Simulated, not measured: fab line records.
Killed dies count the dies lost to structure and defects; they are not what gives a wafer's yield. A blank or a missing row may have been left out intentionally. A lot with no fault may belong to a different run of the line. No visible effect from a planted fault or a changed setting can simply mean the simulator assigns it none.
Matching of chambers | flow n5-finfet | 4 sister chambers for N5_MOL_CONTACT_COAG_ETCH_89 on rie-diel-02
The step etches underlayer in N2/H2, target depth 13 nm, time 10.4 s. 18 wafers are shown with their chamber, then 9 later ones without.

## EACH WAFER AND ITS CHAMBER
wafer  | chamber | drypump-motor-current-A (A) | showerhead-plenum-p-Torr (Torr) | throttle-valve-pct (%)
L075.1 | 1       | 5.5                         | 2.69                            | 17.66
L075.4 | 3       | 5.9                         | 2.65                            | 17.75
L075.5 | 0       | 5.3                         | 2.71                            | 17.56
L076.1 | 3       | 5.9                         | 2.65                            | 17.74
L076.5 | 0       | 5.3                         | 2.71                            | 17.57
L076.6 | 1       | 5.5                         | 2.69                            | 17.68
L078.2 | 2       | 6.4                         | 2.51                            | 18.12
L078.5 | 3       | 5.9                         | 2.65                            | 17.73
L078.6 | 0       | 5.3                         | 2.71                            | 17.58
L080.1 | 1       | 5.5                         | 2.68                            | 17.70
L080.2 | 2       | 6.4                         | 2.51                            | 18.14
L080.6 | 3       | 5.9                         | 2.64                            | 17.75
L086.1 | 1       | 5.5                         | 2.68                            | 17.71
L086.4 | 2       | 6.4                         | 2.51                            | 18.14
L086.5 | 1       | 5.5                         | 2.68                            | 17.72
L085.1 | 0       | 5.3                         | 2.70                            | 17.60
L085.2 | 2       | 6.4                         | 2.51                            | 18.15
L085.6 | 1       | 5.4                         | 2.68                            | 17.72

SIGNATURES (means of the wafers above)
reading                  | chamber 0 | chamber 1 | chamber 2 | chamber 3 | scatter within a chamber
drypump-motor-current-A  | 5.300     | 5.483     | 6.400     | 5.900     | 0.0244
showerhead-plenum-p-Torr | 2.7075    | 2.6833    | 2.5100    | 2.6475    | 0.0045
throttle-valve-pct       | 17.5775   | 17.6983   | 18.1375   | 17.7425   | 0.0179
Rule: for a wafer and a chamber, the distance is found by dividing, reading by reading, the gap between the wafer's reading and the chamber's mean by the reading's scatter, squaring, summing and taking the root. The wafer belongs to the nearest chamber; if the next one is less than 2 further off, it can't be placed. The scatter: the root of (the sum of the squares of (reading less its chamber's mean) over the shown wafers, divided by (wafers less chambers)).

## WAFERS WITHOUT THEIR CHAMBER
wafer  | drypump-motor-current-A (A) | showerhead-plenum-p-Torr (Torr) | throttle-valve-pct (%)
L093.3 | 5.9                         | 2.63                            | 17.78
L093.5 | 5.3                         | 2.70                            | 17.61
L093.6 | 5.5                         | 2.67                            | 17.74
L094.1 | 5.5                         | 2.67                            | 17.74
L094.2 | 6.4                         | 2.50                            | 17.70
L094.4 | 5.3                         | 2.69                            | 17.62
L097.2 | 6.4                         | 2.50                            | 17.73
L097.4 | 5.9                         | 2.63                            | 17.81
L097.6 | 5.5                         | 2.67                            | 17.74

## WHICH CHAMBER EACH ONE RAN IN
wafer  | from the rows above | in truth
L093.3 | 3                   | 3
L093.5 | 0                   | 0
L093.6 | 1                   | 1
L094.1 | 1                   | 1
L094.2 | 2                   | 2
L094.4 | 0                   | 0
L097.2 | 2                   | 2
L097.4 | 3                   | 3
L097.6 | 1                   | 1
Placed correctly: 9 of 9. Left unplaced by these rows: 0. Wrongly placed: 0.
